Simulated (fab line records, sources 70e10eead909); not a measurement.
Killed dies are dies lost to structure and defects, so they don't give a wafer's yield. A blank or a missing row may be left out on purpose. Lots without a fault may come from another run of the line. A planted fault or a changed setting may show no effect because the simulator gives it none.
Chamber matching | flow nand_harc | NHARC_P_BONDPAD_CMP_32 on cmp-01: 4 sister chambers
The step polishes SiCN, target thk 200 nm. 18 wafers are shown with their chamber, then 9 later ones without.

WAFERS WITH THEIR CHAMBER
wafer  | chamber | motor_current_A (A)
L076.4 | 2       | 12.6
L076.5 | 0       | 11.7
L076.6 | 3       | 13.6
L079.1 | 3       | 12.9
L079.2 | 1       | 11.7
L079.6 | 3       | 13.5
L081.2 | 1       | 11.5
L081.3 | 3       | 13.2
L081.6 | 3       | 12.6
L083.1 | 3       | 13.5
L083.2 | 1       | 11.3
L083.6 | 2       | 12.7
L090.1 | 0       | 12.2
L090.3 | 3       | 12.8
L090.6 | 0       | 11.3
L091.4 | 1       | 12.3
L091.5 | 1       | 12.4
L091.6 | 2       | 12.4

SIGNATURES (means of the wafers above)
reading         | chamber 0 | chamber 1 | chamber 2 | chamber 3 | scatter within a chamber
motor_current_A | 11.733    | 11.840    | 12.567    | 13.157    | 0.409
Rule: a wafer's distance from a chamber is the root of the sum, over the readings, of the square of ((its reading less the chamber's mean) divided by the reading's scatter). The wafer belongs to the nearest chamber; if the next one is less than 2 further off, it can't be placed. The scatter: the root of (the sum of the squares of (reading less its chamber's mean) over the shown wafers, divided by (wafers less chambers)).

WAFERS WITHOUT THEIR CHAMBER
wafer  | motor_current_A (A)
L092.3 | 12.3
L092.4 | 12.9
L092.6 | 12.3
L094.1 | 13.2
L094.2 | 12.2
L094.5 | 11.5
L097.3 | 13.5
L097.4 | 12.2
L097.6 | 11.3

WHICH CHAMBER EACH WENT THROUGH
wafer  | from the rows above               | in truth
L092.3 | can't be placed: 2 or 1 or 0 or 3 | 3
L092.4 | can't be placed: 3 or 2 or 1      | 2
L092.6 | can't be placed: 2 or 1 or 0 or 3 | 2
L094.1 | can't be placed: 3 or 2           | 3
L094.2 | can't be placed: 1 or 2 or 0 or 3 | 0
L094.5 | can't be placed: 0 or 1           | 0
L097.3 | can't be placed: 3 or 2           | 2
L097.4 | can't be placed: 1 or 2 or 0 or 3 | 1
L097.6 | can't be placed: 0 or 1           | 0
Placed correctly: 0 of 9. Can't be placed from these rows: 9 (the true chamber is among the candidates in 9). Placed wrongly: 0.
